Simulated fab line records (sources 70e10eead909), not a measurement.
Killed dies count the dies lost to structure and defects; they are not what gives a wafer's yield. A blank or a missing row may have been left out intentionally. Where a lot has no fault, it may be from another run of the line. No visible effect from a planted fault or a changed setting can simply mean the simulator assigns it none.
fab line records ; flow nand-harc
record: lots: 24; wafers: 72; last-day: 25
route steps=1159 shown A_SLIT@800 A_CONTACT@843
lots that met no fault: from a run of the same line without faults
start-h: start of the lot's first displayed wafer, in hours after the record's first day ; wait-h: time in hours since the lot's previous step ; " the same as in the row above ; L1.1+2: a single row standing in for several wafers ; - either no value or no given start ; * or withheld: withheld ; < > ~ a bound
route shown NAME@n: NAME is a module with steps in the file, n the number in the route of the first one ; usual: mean and standard deviation over wafers with no fault ; same: alike in all rows ; chamber/n: place in a boat ; sites: the reading at each site ; _std_site: the standard deviation of these ; _edge_site: mean of outer sites minus mean of inner sites ; radius-mm: for every site, how far away it sits from the centre of the wafer ; mask NAME#n: copy n ; behind: the most recent tool/chamber to have shaped the wafer ; hold: cause of the lot's hold/its duration in hours/its outcome ; device: whichever transistor did not switch (one of n, p or np) ; end of line: tests run on the same wafers once the route is complete ; a step without rows: its recipe alone ; killed: at the first sort, the dies lost to defects and structure; wafer yield is something else ; map: a wafer's dies, x killed, . not, _ none there
set.NAME: setting as actually run; set.NAME@STEP: the setting as run at that earlier step ; model.NAME: the simulator's own value behind a step, which no gauge read
route steps across a sampled set of lots; one table per step, one row per wafer
services: a tool's chamber out of use, with start hour (start-h, from the record's first day; less than 0 if before it), hours out, and reason
== steps ==
step: NHARC_A_SLIT_STRIP_18
recipe: o2-flow-sccm: 500; ar-flow-sccm: 0; bias-w: 0; chemistry: O2
usual: drypump-motor-current-A: 5.7/0.6; oes-product-au: 1.001/0.01; rf-vpp-V: 57.7/0.84; showerhead-plenum-p-Torr: 3.51/0.14; throttle-valve-pct: 17.037/0.0086
lot.wafer;tool;chamber;start-h;wait-h;drypump-motor-current-A;oes-product-au;rf-hours-counter-h;rf-vpp-V;showerhead-plenum-p-Torr;throttle-valve-pct
L077.2;rie-diel-03;3;-;-;6.3;0.985;10;57.7;3.72;17.037
L077.3;rie-diel-03;0;-;-;5.3;0.993;9;57.5;3.52;17.029
L077.5;rie-diel-03;3;-;-;6.4;0.993;-;58.7;3.72;17.028
L075.1;rie-diel-01;3;-;-;5.9;1.007;1;58.6;3.73;17.045
L075.3;rie-diel-01;0;-;-;5.9;0.991;1;58.1;3.43;17.033
L075.6;rie-diel-01;3;-;-;5.9;1.008;-;58.6;3.73;17.040
L078.2;rie-diel-07;3;-;-;5.2;1.008;8;56.8;3.36;17.027
L078.3;rie-diel-07;0;-;-;5.1;1.020;7;58.9;3.67;17.025
L078.5;rie-diel-07;0;-;-;5.0;1.018;-;57.5;3.67;17.054
L074.1;rie-diel-03;3;-;-;6.3;0.999;10;58.9;3.72;17.053
L074.2;rie-diel-03;1;-;-;4.9;0.985;11;56.5;3.57;17.031
L074.5;rie-diel-03;3;-;-;6.3;0.993;-;58.1;3.72;17.044
L079.3;rie-diel-03;2;-;-;6.6;0.987;11;58.0;3.30;17.038
L079.4;rie-diel-03;2;-;-;6.6;0.996;-;56.8;3.31;17.045
L079.5;rie-diel-03;3;-;-;6.3;0.998;-;59.6;3.72;17.036
L076.2;rie-diel-07;2;-;-;5.4;0.986;8;56.2;3.62;17.031
L076.3;rie-diel-07;3;-;-;5.2;0.999;8;56.7;3.36;17.035
L076.5;rie-diel-07;1;-;-;5.4;0.999;-;59.0;3.58;17.041
L080.1;rie-diel-03;2;-;-;6.6;1.002;12;57.6;3.30;17.023
L080.4;rie-diel-03;3;-;-;6.3;0.994;11;57.9;3.72;17.033
L080.6;rie-diel-03;1;-;-;5.0;0.984;-;58.9;3.57;17.027
L081.1;rie-diel-07;1;-;-;5.4;1.000;6;57.5;3.58;17.032
L081.6;rie-diel-07;2;-;-;5.4;0.992;-;60.1;3.62;17.028
L081.5;rie-diel-07;3;-;-;5.2;0.993;-;57.3;3.36;17.034
L082.2;rie-diel-01;1;-;-;6.6;0.995;4;56.9;3.56;17.038
L082.6;rie-diel-01;2;-;-;5.2;0.986;-;56.8;3.30;17.045
L082.4;rie-diel-01;0;-;-;5.8;0.989;-;57.1;3.43;17.049
L084.3;rie-diel-03;1;-;-;4.9;0.985;13;57.9;3.56;17.036
L084.1;rie-diel-03;2;-;-;6.6;0.991;15;58.1;3.30;17.029
L084.2;rie-diel-03;3;-;-;6.3;0.987;14;58.3;3.72;17.043
L083.1;rie-diel-03;1;-;-;5.0;0.989;13;58.4;3.57;17.050
L083.4;rie-diel-03;2;-;-;6.6;0.999;15;57.8;3.30;17.029
L083.3;rie-diel-03;0;-;-;5.3;1.011;13;57.4;3.52;17.042
L085.1;rie-diel-01;2;-;-;5.2;0.989;5;57.8;3.30;17.035
L085.3;rie-diel-01;1;-;-;6.5;1.000;5;56.7;3.56;17.059
L085.6;rie-diel-01;2;-;-;5.2;0.986;-;58.3;3.30;17.029
L086.4;rie-diel-07;0;-;-;5.1;1.031;13;58.8;3.67;17.028
L086.3;rie-diel-07;1;-;-;5.4;1.003;11;58.8;3.58;17.043
L086.6;rie-diel-07;1;-;-;5.4;0.994;-;57.5;3.57;17.029
L089.4;rie-diel-03;2;-;-;6.7;1.001;0;57.7;3.30;17.058
L089.2;rie-diel-03;0;-;-;5.3;1.009;1;57.2;3.52;17.050
L089.6;rie-diel-03;2;-;-;6.6;0.996;-;57.0;3.30;17.026
L088.1;rie-diel-01;2;-;-;5.2;1.009;6;57.2;3.30;17.029
L088.3;rie-diel-01;0;-;-;5.9;0.988;7;58.0;3.43;17.030
L088.5;rie-diel-01;1;-;-;6.5;0.997;-;56.9;3.56;17.048
L090.1;rie-diel-01;1;405.44;-;6.5;1.010;7;58.5;3.56;17.038
L090.3;rie-diel-01;2;405.44;-;5.2;0.999;7;57.8;3.30;17.027
L090.4;rie-diel-01;1;405.44;-;6.5;1.004;-;57.1;3.56;17.026
L087.4;rie-diel-03;0;-;-;5.3;0.999;1;57.8;3.52;17.042
L087.6;rie-diel-03;2;-;-;6.7;0.993;-;57.0;3.30;17.044
L087.5;rie-diel-03;3;-;-;6.3;1.013;-;58.2;3.72;17.025
L091.3;rie-diel-01;1;-;-;6.5;1.000;7;57.5;3.56;17.041
L091.2;rie-diel-01;0;-;-;5.9;0.978;8;58.2;3.43;17.037
L091.4;rie-diel-01;1;-;-;6.5;1.007;-;58.5;3.56;17.029
L093.2;rie-diel-07;3;-;-;5.2;1.005;2;57.3;3.35;17.056
L093.4;rie-diel-07;2;-;-;5.4;1.010;1;58.2;3.61;17.054
L093.5;rie-diel-07;0;-;-;5.1;1.027;-;58.4;3.67;17.026
L092.3;rie-diel-07;1;-;-;5.4;1.014;2;57.7;3.57;17.045
L092.4;rie-diel-07;2;-;-;5.4;0.987;1;58.8;3.61;17.047
L092.5;rie-diel-07;1;-;-;5.4;1.018;-;59.0;3.57;17.056
L096.4;rie-diel-03;0;-;-;5.3;1.002;5;57.2;3.51;17.033
L096.3;rie-diel-03;1;-;-;5.0;1.008;4;58.8;3.56;17.043
L096.6;rie-diel-03;0;-;-;5.3;1.004;-;57.9;3.51;17.036
L094.3;rie-diel-07;1;-;-;5.4;1.012;3;57.6;3.57;17.037
L094.1;rie-diel-07;2;-;-;5.4;0.998;3;57.8;3.61;17.029
L094.2;rie-diel-07;3;-;-;5.2;0.997;3;57.0;3.35;17.041
L095.4;rie-diel-03;3;-;-;6.3;1.002;5;57.6;3.71;17.040
L095.3;rie-diel-03;0;-;-;5.3;1.005;5;56.7;3.51;17.035
L095.5;rie-diel-03;3;-;-;6.3;1.011;-;57.3;3.71;17.040
L097.3;rie-diel-07;3;-;-;5.2;0.998;5;57.5;3.35;17.048
L097.6;rie-diel-07;3;-;-;5.2;0.988;-;56.6;3.35;17.040
L097.5;rie-diel-07;0;-;-;5.1;1.009;-;58.6;3.67;17.030
step: NHARC_A_CONTACT_DEP_29
recipe: target-thk-a: 700; target-thk-nm: 70; temp-c: 400; pressure-torr: 3.5; flow-sccm: 200; rf-w: 350; material: SiON
usual: heater-power-outer-w: 494/73; heater-power-w: 821/100
lot.wafer;tool;chamber;start-h;wait-h;heater-power-outer-w;heater-power-w
L075.3;pecvd-04;2;369.37;1.1;596;942
L075.1;pecvd-04;0;369.37;1.1;610;926
L075.6;pecvd-04;1;369.37;1.1;534;875
L078.3;pecvd-03;0;376.28;1.2;468;728
L078.2;pecvd-03;1;376.28;1.2;550;913
L078.5;pecvd-03;1;376.28;1.2;532;918
L077.3;pecvd-01;2;377.74;1.1;520;910
L077.2;pecvd-01;0;377.74;1.1;350;632
L077.5;pecvd-01;1;377.74;1.1;536;929
L074.2;pecvd-03;1;381.50;1.5;534;911
L074.1;pecvd-03;0;381.50;1.5;391;624
L074.5;pecvd-03;0;381.50;1.5;411;639
L079.3;pecvd-03;2;383.77;1.3;481;800
L079.5;pecvd-03;1;383.77;1.3;482;865
L079.4;pecvd-03;0;383.77;1.3;487;774
L076.3;pecvd-03;2;385.89;1.2;507;828
L076.2;pecvd-03;1;385.89;1.2;568;938
L076.5;pecvd-03;0;385.89;1.2;452;696
L080.1;pecvd-04;1;392.19;1.9;506;849
L080.6;pecvd-04;0;392.19;1.9;590;912
L080.4;pecvd-04;2;392.19;1.9;593;931
L081.1;pecvd-04;2;402.78;1.8;583;934
L081.5;pecvd-04;1;402.78;1.8;499;809
L081.6;pecvd-04;0;402.78;1.8;625;938
L082.2;pecvd-03;1;416.86;1.5;508;883
L082.6;pecvd-03;0;416.86;1.5;479;771
L082.4;pecvd-03;1;416.86;1.5;518;884
L083.3;pecvd-04;0;427.29;1.1;560;876
L083.1;pecvd-04;1;427.29;1.1;461;792
L083.4;pecvd-04;2;427.29;1.1;589;934
L084.3;pecvd-03;0;432.16;1.3;461;705
L084.2;pecvd-03;1;432.16;1.3;563;969
L084.1;pecvd-03;2;432.16;1.3;455;774
L085.3;pecvd-04;1;432.31;1.2;529;869
L085.1;pecvd-04;0;432.31;1.2;615;911
L085.6;pecvd-04;1;432.31;1.2;518;867
L086.3;pecvd-04;2;442.35;1.1;507;832
L086.6;pecvd-04;0;442.35;1.1;605;918
L086.4;pecvd-04;1;442.35;1.1;537;873
L088.1;pecvd-03;2;444.65;2.0;507;863
L088.3;pecvd-03;0;444.65;2.0;417;665
L088.5;pecvd-03;1;444.65;2.0;468;791
L090.1;pecvd-04;2;447.10;1.9;549;891
L090.3;pecvd-04;0;447.10;1.9;531;827
L090.4;pecvd-04;1;447.10;1.9;423;734
L089.2;pecvd-04;1;449.94;1.5;485;830
L089.4;pecvd-04;1;449.94;1.5;498;814
L089.6;pecvd-04;2;449.94;1.5;595;923
L087.5;pecvd-01;2;456.00;0.5;474;835
L087.6;pecvd-01;0;456.00;0.5;328;598
L087.4;pecvd-01;1;456.00;0.5;421;762
L091.3;pecvd-01;0;463.71;1.1;348;606
L091.2;pecvd-01;1;463.71;1.1;450;791
L091.4;pecvd-01;2;463.71;1.1;483;855
L092.3;pecvd-01;0;479.07;1.1;361;640
L092.4;pecvd-01;0;479.07;1.1;357;650
L092.5;pecvd-01;2;479.07;1.1;459;821
L093.2;pecvd-04;0;479.44;1.6;585;878
L093.5;pecvd-04;2;479.44;1.6;484;794
L093.4;pecvd-04;0;479.44;1.6;580;885
L096.3;pecvd-01;2;494.53;1.2;475;819
L096.4;pecvd-01;1;494.53;1.2;417;750
L096.6;pecvd-01;2;494.53;1.2;484;850
L094.3;pecvd-03;0;496.34;1.1;502;765
L094.1;pecvd-03;1;496.34;1.1;551;960
L094.2;pecvd-03;2;496.34;1.1;547;890
L095.3;pecvd-01;2;503.60;1.1;444;788
L095.4;pecvd-01;0;503.60;1.1;344;609
L095.5;pecvd-01;1;503.60;1.1;446;778
L097.3;pecvd-03;0;524.00;1.2;421;670
L097.6;pecvd-03;2;524.00;1.2;431;746
L097.5;pecvd-03;0;524.00;1.2;419;666
step: NHARC_A_CONTACT_CD_MEAS_42
recipe: target-cd-nm: 200; landing-energy-ev: 500
usual: cd-nm: 200.3/0.51
lot.wafer;tool;chamber;start-h;wait-h;cd-nm
L075.1;cd-sem-02;0;370.06;-;200.8
L075.3;cd-sem-02;0;370.06;-;200.9
L075.6;cd-sem-02;0;370.06;-;200.9
L078.2;cd-sem-01;0;376.88;-;201.0
L078.3;cd-sem-01;0;376.88;-;200.3
L078.5;cd-sem-01;0;376.88;-;200.3
L077.2;cd-sem-03;0;378.47;-;200.1
L077.3;cd-sem-03;0;378.47;-;200.0
L077.5;cd-sem-03;0;378.47;-;200.9
L074.1;cd-sem-03;0;382.22;-;200.6
L074.2;cd-sem-03;0;382.22;-;200.4
L074.5;cd-sem-03;0;382.22;-;201.0
L079.3;cd-sem-01;0;384.47;-;201.4
L079.4;cd-sem-01;0;384.47;-;200.1
L079.5;cd-sem-01;0;384.47;-;200.5
L076.2;cd-sem-03;0;386.62;-;200.1
L076.3;cd-sem-03;0;386.62;-;199.7
L076.5;cd-sem-03;0;386.62;-;199.7
L080.1;cd-sem-01;0;392.91;-;201.0
L080.4;cd-sem-01;0;392.91;-;199.8
L080.6;cd-sem-01;0;392.91;-;200.6
L081.1;cd-sem-03;0;403.48;-;200.5
L081.5;cd-sem-03;0;403.48;-;199.9
L081.6;cd-sem-03;0;403.48;-;200.3
L082.2;cd-sem-01;0;417.55;-;200.4
L082.4;cd-sem-01;0;417.55;-;199.9
L082.6;cd-sem-01;0;417.55;-;200.8
L083.1;cd-sem-01;0;427.99;-;200.3
L083.3;cd-sem-01;0;427.99;-;200.7
L083.4;cd-sem-01;0;427.99;-;200.3
L084.1;cd-sem-02;0;432.91;-;199.2
L084.2;cd-sem-02;0;432.91;-;200.3
L084.3;cd-sem-02;0;432.91;-;200.3
L085.1;cd-sem-02;0;433.06;-;200.5
L085.3;cd-sem-02;0;433.06;-;200.0
L085.6;cd-sem-02;0;433.06;-;200.6
L086.3;cd-sem-01;0;442.95;-;200.0
L086.4;cd-sem-01;0;442.95;-;200.2
L086.6;cd-sem-01;0;442.95;-;199.9
L088.1;cd-sem-01;0;445.36;-;200.1
L088.3;cd-sem-01;0;445.36;-;200.7
L088.5;cd-sem-01;0;445.36;-;200.9
L090.1;cd-sem-01;0;447.83;-;199.7
L090.3;cd-sem-01;0;447.83;-;200.1
L090.4;cd-sem-01;0;447.83;-;200.8
L089.2;cd-sem-03;0;450.53;-;200.8
L089.4;cd-sem-03;0;450.53;-;200.4
L089.6;cd-sem-03;0;450.53;-;200.6
L087.4;cd-sem-03;0;456.64;-;200.2
L087.5;cd-sem-03;0;456.64;-;200.1
L087.6;cd-sem-03;0;456.64;-;200.2
L091.2;cd-sem-01;0;464.41;-;201.5
L091.3;cd-sem-01;0;464.41;-;201.3
L091.4;cd-sem-01;0;464.41;-;200.2
L092.3;cd-sem-03;0;479.79;-;200.7
L092.4;cd-sem-03;0;479.79;-;199.8
L092.5;cd-sem-03;0;479.79;-;200.1
L093.2;cd-sem-01;0;480.13;-;200.0
L093.4;cd-sem-01;0;480.13;-;200.0
L093.5;cd-sem-01;0;480.13;-;200.2
L096.3;cd-sem-03;0;495.23;-;200.8
L096.4;cd-sem-03;0;495.23;-;200.5
L096.6;cd-sem-03;0;495.23;-;200.3
L094.1;cd-sem-01;0;497.06;-;200.2
L094.2;cd-sem-01;0;497.06;-;200.1
L094.3;cd-sem-01;0;497.06;-;200.2
L095.3;cd-sem-03;0;504.33;-;199.7
L095.4;cd-sem-03;0;504.33;-;199.8
L095.5;cd-sem-03;0;504.33;-;199.8
L097.3;cd-sem-02;0;524.55;-;199.9
L097.5;cd-sem-02;0;524.55;-;199.9
L097.6;cd-sem-02;0;524.55;-;200.1
step: NHARC_A_CONTACT_ETCH_111
recipe: source-w: withheld; pressure-mtorr: 20; bias-v: withheld; time-s: 140; target-depth-a: 7000; ar-flow-sccm: withheld; c4f8-flow-sccm: withheld; o2-flow-sccm: withheld; chemistry: C4F8/O2/Ar
lot.wafer;tool;chamber;start-h;wait-h;rf-hours-counter-h
L075.1;har-cap-etch-03;0;371.54;-;75
L075.3;har-cap-etch-03;1;371.54;-;-
L075.6;har-cap-etch-03;0;371.54;-;-
L078.2;har-cap-etch-01;1;378.35;-;58
L078.3;har-cap-etch-01;1;378.35;-;-
L078.5;har-cap-etch-01;0;378.35;-;-
L077.2;har-cap-etch-03;1;379.98;-;77
L077.3;har-cap-etch-03;0;379.98;-;-
L077.5;har-cap-etch-03;0;379.98;-;-
L074.1;har-cap-etch-01;1;383.74;-;60
L074.2;har-cap-etch-01;0;383.74;-;60
L074.5;har-cap-etch-01;0;383.74;-;-
L079.3;har-cap-etch-03;1;386.14;-;-
L079.4;har-cap-etch-03;0;386.14;-;-
L079.5;har-cap-etch-03;1;386.14;-;-
L076.2;har-cap-etch-03;0;389.45;-;80
L076.3;har-cap-etch-03;0;389.45;-;-
L076.5;har-cap-etch-03;1;389.45;-;-
L080.1;har-cap-etch-02;0;394.46;-;13
L080.4;har-cap-etch-02;1;394.46;-;-
L080.6;har-cap-etch-02;0;394.46;-;-
L081.1;har-cap-etch-01;0;405.19;-;67
L081.6;har-cap-etch-01;1;405.19;-;-
L081.5;har-cap-etch-01;0;405.19;-;-
L082.2;har-cap-etch-01;0;418.99;-;68
L082.4;har-cap-etch-01;0;418.99;-;-
L082.6;har-cap-etch-01;0;418.99;-;-
L083.1;har-cap-etch-03;1;429.48;-;86
L083.3;har-cap-etch-03;0;429.48;-;-
L083.4;har-cap-etch-03;1;429.48;-;-
L084.1;har-cap-etch-02;1;434.90;-;19
L084.2;har-cap-etch-02;0;434.90;-;19
L084.3;har-cap-etch-02;0;434.90;-;-
L085.1;har-cap-etch-03;0;435.41;-;87
L085.3;har-cap-etch-03;0;435.41;-;-
L085.6;har-cap-etch-03;0;435.41;-;-
L086.3;har-cap-etch-03;1;444.99;-;-
L086.4;har-cap-etch-03;0;444.99;-;-
L086.6;har-cap-etch-03;1;444.99;-;-
L088.1;har-cap-etch-02;1;446.84;-;21
L088.3;har-cap-etch-02;1;446.84;-;-
L088.5;har-cap-etch-02;0;446.84;-;-
L090.1;har-cap-etch-03;0;449.36;-;91
L090.3;har-cap-etch-03;0;449.36;-;-
L090.4;har-cap-etch-03;1;449.36;-;-
L089.2;har-cap-etch-01;1;452.07;-;73
L089.4;har-cap-etch-01;1;452.07;-;-
L089.6;har-cap-etch-01;1;452.07;-;-
L087.4;har-cap-etch-03;0;458.79;-;-
L087.6;har-cap-etch-03;1;458.79;-;-
L087.5;har-cap-etch-03;0;458.79;-;-
L091.2;har-cap-etch-03;1;466.48;-;95
L091.4;har-cap-etch-03;0;466.48;-;-
L091.3;har-cap-etch-03;1;466.48;-;-
L092.3;har-cap-etch-03;1;481.39;-;-
L092.4;har-cap-etch-03;0;481.39;-;-
L092.5;har-cap-etch-03;0;481.39;-;-
L093.2;har-cap-etch-01;0;481.82;-;78
L093.4;har-cap-etch-01;0;481.82;-;-
L093.5;har-cap-etch-01;0;481.82;-;-
L096.3;har-cap-etch-01;0;496.73;-;-
L096.4;har-cap-etch-01;1;496.73;-;-
L096.6;har-cap-etch-01;1;496.73;-;-
L094.2;har-cap-etch-02;0;498.85;-;29
L094.1;har-cap-etch-02;1;498.85;-;29
L094.3;har-cap-etch-02;0;498.85;-;-
L095.3;har-cap-etch-01;1;505.87;-;-
L095.4;har-cap-etch-01;0;505.87;-;-
L095.5;har-cap-etch-01;0;505.87;-;-
L097.3;har-cap-etch-01;0;526.13;-;-
L097.6;har-cap-etch-01;1;526.13;-;-
L097.5;har-cap-etch-01;0;526.13;-;-
step: NHARC_A_CONTACT_ETCH_113
recipe: source-w: withheld; pressure-mtorr: 20; bias-v: 3000; time-s: 94; target-depth-a: 9220; ar-flow-sccm: withheld; c4f8-flow-sccm: withheld; o2-flow-sccm: withheld; chemistry: C4F8/O2/Ar
lot.wafer;tool;chamber;start-h;wait-h;rf-hours-counter-h
L075.1;har-cap-etch-03;0;371.81;0.1;75
L075.3;har-cap-etch-03;1;371.81;0.1;-
L075.6;har-cap-etch-03;0;371.81;0.1;-
L078.2;har-cap-etch-01;1;378.62;0.1;58
L078.3;har-cap-etch-01;1;378.62;0.1;-
L078.5;har-cap-etch-01;0;378.62;0.1;-
L077.2;har-cap-etch-03;1;380.25;0.1;77
L077.3;har-cap-etch-03;0;380.25;0.1;-
L077.5;har-cap-etch-03;0;380.25;0.1;-
L074.1;har-cap-etch-01;1;384.03;0.1;60
L074.2;har-cap-etch-01;0;384.03;0.1;60
L074.5;har-cap-etch-01;0;384.03;0.1;-
L079.3;har-cap-etch-03;1;386.48;0.1;-
L079.4;har-cap-etch-03;0;386.48;0.1;-
L079.5;har-cap-etch-03;1;386.48;0.1;-
L076.2;har-cap-etch-03;0;389.80;0.1;80
L076.3;har-cap-etch-03;0;389.80;0.1;-
L076.5;har-cap-etch-03;1;389.80;0.1;-
L080.1;har-cap-etch-02;0;394.76;0.1;13
L080.4;har-cap-etch-02;1;394.76;0.1;-
L080.6;har-cap-etch-02;0;394.76;0.1;-
L081.1;har-cap-etch-01;0;405.46;0.1;67
L081.6;har-cap-etch-01;1;405.46;0.1;-
L081.5;har-cap-etch-01;0;405.46;0.1;-
L082.2;har-cap-etch-01;0;419.29;0.1;68
L082.4;har-cap-etch-01;0;419.29;0.1;-
L082.6;har-cap-etch-01;0;419.29;0.1;-
L083.1;har-cap-etch-03;1;429.75;0.1;86
L083.3;har-cap-etch-03;0;429.75;0.1;-
L083.4;har-cap-etch-03;1;429.75;0.1;-
L084.1;har-cap-etch-02;1;435.29;0.1;19
L084.2;har-cap-etch-02;0;435.29;0.1;19
L084.3;har-cap-etch-02;0;435.29;0.1;-
L085.1;har-cap-etch-03;0;435.69;0.1;88
L085.3;har-cap-etch-03;0;435.69;0.1;-
L085.6;har-cap-etch-03;0;435.69;0.1;-
L086.3;har-cap-etch-03;1;445.24;0.1;-
L086.4;har-cap-etch-03;0;445.24;0.1;-
L086.6;har-cap-etch-03;1;445.24;0.1;-
L088.1;har-cap-etch-02;1;447.11;0.1;21
L088.3;har-cap-etch-02;1;447.11;0.1;-
L088.5;har-cap-etch-02;0;447.11;0.1;-
L090.1;har-cap-etch-03;0;449.65;0.1;91
L090.3;har-cap-etch-03;0;449.65;0.1;-
L090.4;har-cap-etch-03;1;449.65;0.1;-
L089.2;har-cap-etch-01;1;452.34;0.1;73
L089.4;har-cap-etch-01;1;452.34;0.1;-
L089.6;har-cap-etch-01;1;452.34;0.1;-
L087.4;har-cap-etch-03;0;459.02;0.1;-
L087.6;har-cap-etch-03;1;459.02;0.1;-
L087.5;har-cap-etch-03;0;459.02;0.1;-
L091.2;har-cap-etch-03;1;466.75;0.1;95
L091.4;har-cap-etch-03;0;466.75;0.1;-
L091.3;har-cap-etch-03;1;466.75;0.1;-
L092.3;har-cap-etch-03;1;481.64;0.1;-
L092.4;har-cap-etch-03;0;481.64;0.1;-
L092.5;har-cap-etch-03;0;481.64;0.1;-
L093.2;har-cap-etch-01;0;482.11;0.1;79
L093.4;har-cap-etch-01;0;482.11;0.1;-
L093.5;har-cap-etch-01;0;482.11;0.1;-
L096.3;har-cap-etch-01;0;496.98;0.1;-
L096.4;har-cap-etch-01;1;496.98;0.1;-
L096.6;har-cap-etch-01;1;496.98;0.1;-
L094.2;har-cap-etch-02;0;499.13;0.1;29
L094.1;har-cap-etch-02;1;499.13;0.1;29
L094.3;har-cap-etch-02;0;499.13;0.1;-
L095.3;har-cap-etch-01;1;506.12;0.1;-
L095.4;har-cap-etch-01;0;506.12;0.1;-
L095.5;har-cap-etch-01;0;506.12;0.1;-
L097.3;har-cap-etch-01;0;526.44;0.1;-
L097.6;har-cap-etch-01;1;526.44;0.1;-
L097.5;har-cap-etch-01;0;526.44;0.1;-
step: NHARC_A_CONTACT_ETCH_118
recipe: source-w: withheld; pressure-mtorr: 20; bias-v: 3000; time-s: 94; target-depth-a: 9220; ar-flow-sccm: withheld; c4f8-flow-sccm: withheld; o2-flow-sccm: withheld; chemistry: C4F8/O2/Ar
lot.wafer;tool;chamber;start-h;wait-h;rf-hours-counter-h
L075.1;har-cap-etch-03;0;372.27;0.1;75
L075.3;har-cap-etch-03;1;372.27;0.1;-
L075.6;har-cap-etch-03;0;372.27;0.1;-
L078.2;har-cap-etch-01;1;379.08;0.1;58
L078.3;har-cap-etch-01;1;379.08;0.1;-
L078.5;har-cap-etch-01;0;379.08;0.1;-
L077.2;har-cap-etch-03;1;380.83;0.1;78
L077.3;har-cap-etch-03;0;380.83;0.1;-
L077.5;har-cap-etch-03;0;380.83;0.1;-
L074.1;har-cap-etch-01;1;384.48;0.1;61
L074.2;har-cap-etch-01;0;384.48;0.1;61
L074.5;har-cap-etch-01;0;384.48;0.1;-
L079.3;har-cap-etch-03;1;387.09;0.1;-
L079.4;har-cap-etch-03;0;387.09;0.1;-
L079.5;har-cap-etch-03;1;387.09;0.1;-
L076.2;har-cap-etch-03;0;390.26;0.1;80
L076.3;har-cap-etch-03;0;390.26;0.1;-
L076.5;har-cap-etch-03;1;390.26;0.1;-
L080.1;har-cap-etch-02;0;395.21;0.1;14
L080.4;har-cap-etch-02;1;395.21;0.1;-
L080.6;har-cap-etch-02;0;395.21;0.1;-
L081.1;har-cap-etch-01;0;405.91;0.1;67
L081.6;har-cap-etch-01;1;405.91;0.1;-
L081.5;har-cap-etch-01;0;405.91;0.1;-
L082.2;har-cap-etch-01;0;419.74;0.1;68
L082.4;har-cap-etch-01;0;419.74;0.1;-
L082.6;har-cap-etch-01;0;419.74;0.1;-
L083.1;har-cap-etch-03;1;430.21;0.1;87
L083.3;har-cap-etch-03;0;430.21;0.1;-
L083.4;har-cap-etch-03;1;430.21;0.1;-
L084.1;har-cap-etch-02;1;435.90;0.1;19
L084.2;har-cap-etch-02;0;435.90;0.1;19
L084.3;har-cap-etch-02;0;435.90;0.1;-
L085.1;har-cap-etch-03;0;436.14;0.1;88
L085.3;har-cap-etch-03;0;436.14;0.1;-
L085.6;har-cap-etch-03;0;436.14;0.1;-
L086.3;har-cap-etch-03;1;445.70;0.1;-
L086.4;har-cap-etch-03;0;445.70;0.1;-
L086.6;har-cap-etch-03;1;445.70;0.1;-
L088.1;har-cap-etch-02;1;447.57;0.1;22
L088.3;har-cap-etch-02;1;447.57;0.1;-
L088.5;har-cap-etch-02;0;447.57;0.1;-
L090.1;har-cap-etch-03;0;450.10;0.1;92
L090.3;har-cap-etch-03;0;450.10;0.1;-
L090.4;har-cap-etch-03;1;450.10;0.1;-
L089.2;har-cap-etch-01;1;452.80;0.1;73
L089.4;har-cap-etch-01;1;452.80;0.1;-
L089.6;har-cap-etch-01;1;452.80;0.1;-
L087.4;har-cap-etch-03;0;459.48;0.1;-
L087.6;har-cap-etch-03;1;459.48;0.1;-
L087.5;har-cap-etch-03;0;459.48;0.1;-
L091.2;har-cap-etch-03;1;467.20;0.1;96
L091.4;har-cap-etch-03;0;467.20;0.1;-
L091.3;har-cap-etch-03;1;467.20;0.1;-
L092.3;har-cap-etch-03;1;482.10;0.1;-
L092.4;har-cap-etch-03;0;482.10;0.1;-
L092.5;har-cap-etch-03;0;482.10;0.1;-
L093.2;har-cap-etch-01;0;482.56;0.1;79
L093.4;har-cap-etch-01;0;482.56;0.1;-
L093.5;har-cap-etch-01;0;482.56;0.1;-
L096.3;har-cap-etch-01;0;497.44;0.1;-
L096.4;har-cap-etch-01;1;497.44;0.1;-
L096.6;har-cap-etch-01;1;497.44;0.1;-
L094.2;har-cap-etch-02;0;499.59;0.1;30
L094.1;har-cap-etch-02;1;499.59;0.1;30
L094.3;har-cap-etch-02;0;499.59;0.1;-
L095.3;har-cap-etch-01;1;506.58;0.1;-
L095.4;har-cap-etch-01;0;506.58;0.1;-
L095.5;har-cap-etch-01;0;506.58;0.1;-
L097.3;har-cap-etch-01;0;526.91;0.1;-
L097.6;har-cap-etch-01;1;526.91;0.1;-
L097.5;har-cap-etch-01;0;526.91;0.1;-
== services ==
tool;chamber;start-h;hours;kind
har-cap-etch-02;-;305.80;17.0;pm
har-cap-etch-02;0;305.80;17.0;vent-cycle
har-cap-etch-02;1;305.80;17.0;vent-cycle
rie-diel-01;-;315.14;9.0;pm
rie-diel-03;0;322.39;-;clean
rie-diel-03;1;322.39;-;clean
har-cap-etch-02;0;322.80;-;clean
har-cap-etch-02;1;322.80;-;clean
rie-diel-03;1;338.61;6.0;repair
rie-diel-01;3;346.66;97.8;repair
pecvd-04;0;371.29;4.1;repair
pecvd-04;-;376.00;13.0;pm
rie-diel-03;-;392.39;9.0;pm
rie-diel-07;-;405.24;9.0;pm
pecvd-01;-;417.58;1.8;repair
har-cap-etch-02;-;456.92;4.9;repair
pecvd-03;-;466.24;0.9;repair
rie-diel-01;0;467.98;6.1;repair
pecvd-03;-;473.43;13.0;pm
rie-diel-07;3;489.96;2.9;repair
rie-diel-01;-;492.14;9.0;pm
rie-diel-07;1;492.59;5.1;repair
rie-diel-03;2;505.76;10.0;repair
rie-diel-03;-;507.24;1.0;repair
== key ==
fault none
